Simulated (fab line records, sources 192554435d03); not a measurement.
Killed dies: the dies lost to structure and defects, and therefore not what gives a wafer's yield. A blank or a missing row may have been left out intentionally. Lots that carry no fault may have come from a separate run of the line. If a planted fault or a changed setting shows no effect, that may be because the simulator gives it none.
Struck lot and sound lot, side by side    flow n5_finfet    27 out of 1938 route steps
Sound: the wafers L187.1, L187.4, L187.5. Struck: wafers L169.1, L169.5, L169.6. The cause is given at the end.
Per side, at each step with rows, come the tool, then ch with its chambers, and then its first start. Under that, the readings that differ: sound wafers    struck wafers    difference of the means    sigmas: that difference in standard deviations of wafers without a fault.
alike: readings with means less than 2 such deviations apart, plus words and numbers identical on both sides. not compared: withheld readings, readings lacking a value on some wafer, bounds such as >300 that could conceal the same value, and numbers that have no deviation in the record and whose values overlap.
Wherever a step has rows on one side only, a row that says differs or no value, or a row with sigmas, the two part there. When numbers do not overlap yet have no deviation, they are printed without sigmas and do not part them. A reading missing from all wafers of one side parts the sides only when that side holds two or more wafers.

first, 9 steps without rows for these wafers: N5_BEOL_M6_COAT_59 (time 60 s, resist thk 100 nm); N5_BEOL_M6_COAT_60 (time 60 s, resist thk 35 nm); N5_BEOL_M6_COAT_05 (resist thk 90 nm); N5_BEOL_M6_EBR_07; N5_BEOL_M6_SOFTBAKE_06 (time 60 s); N5_BEOL_M6_EXPOSE_08 (exposes mask M6); N5_BEOL_M6_PEB_09 (peb time 60 s); N5_BEOL_M6_DEVELOP_10 (develop time 30 s); N5_BEOL_M6_DESCUM_16 (chemistry O2, time 7.9 s).
N5_BEOL_M6_ETCH_61: etches SiARC in CF4, target depth 45.5 nm, time 75.8 s.
  sound on rie_diel-04 ch 1,3, day 18 10:17; struck on rie_diel-01 ch 0,1,2, day 13 08:08
  alike: drypump_motor_current_A, etch_rf_on_time_s, oes_product_au, rf_vpp_V, showerhead_plenum_p_Torr, throttle_valve_pct
  not compared: rf_hours_counter_h
then, 14 steps without rows for these wafers: N5_BEOL_M6_ETCH_62 (etches SOC in N2/H2, target depth 110 nm, overetch 22 nm, time 165 s); N5_BEOL_M6_STRIP_68 (strips in N2/H2); N5_BEOL_M6_STRIP_67 (strips in CF4); N5_BEOL_M6_HM_OPEN_17 (chemistry Cl2/BCl3, target TiN, target depth 20 nm, overetch 6 nm); N5_BEOL_M6_STRIP_19 (strips in O2); N5_BEOL_M6_COAT_63 (time 60 s, resist thk 60 nm); N5_BEOL_M6_COAT_64 (time 60 s, resist thk 12 nm); N5_BEOL_M6_COAT_71 (time 60 s, resist thk 5 nm); N5_BEOL_M6_COAT_22 (resist thk 30 nm); N5_BEOL_M6_EBR_24; N5_BEOL_M6_SOFTBAKE_23 (time 60 s); N5_BEOL_M6_EXPOSE_25 (exposes mask V5, target cd 40 nm); N5_BEOL_M6_PEB_26 (peb time 60 s); N5_BEOL_M6_DEVELOP_27 (develop time 30 s).
N5_BEOL_M6_INSPECT_30: inspects for defects (brightfield).
  sound on defect_inspect-01 at day 18 11:23; struck on defect_inspect-02 at day 13 10:04
reading           sound        struck       difference  sigmas
raw_defect_count  433 559 392  973 834 959  +461        +4
then, 1 step without rows for these wafers: N5_BEOL_M6_DESCUM_33 (chemistry O2, time 7 s).
-- a jump in the record: the struck wafers' starts before and after are 4 days apart (it breaks off in module BEOL_M6 and resumes in module PASSIVATION, where the first step shown is number 1936 of the route) --
N5_PASSIVATION_PROBE_49:
  sound on prober-01 at day 22 06:04; struck on prober-01 at day 17 19:23
reading                   sound           struck          difference  sigmas
defect_limited_yield (%)  91.9 93.0 89.7  84.6 82.4 85.6  -7.3        -5
killed_at_M4_up           17 16 13        77 118 88       +79         +15
killed_dies               95 83 121       182 208 170     +87         +5
sort_bin_5_function (%)   4.5 4.2 6.1     9.0 11.5 8.6    +4.8        +5
sort_n_pass               1085 1097 1059  998 972 1010    -87         -5
sort_yield_pct (%)        91.9 93.0 89.7  84.6 82.4 85.6  -7.3        -5
  alike: killed_at_M0_to_M3, killed_at_contacts, killed_at_front_end, killed_at_other, killed_open, killed_short, sort_bin_6_memory

## WHERE THEY PART
Earliest at N5_BEOL_M6_INSPECT_30; latest, in this record, at N5_PASSIVATION_PROBE_49.

WHY: what had been put in by the simulator
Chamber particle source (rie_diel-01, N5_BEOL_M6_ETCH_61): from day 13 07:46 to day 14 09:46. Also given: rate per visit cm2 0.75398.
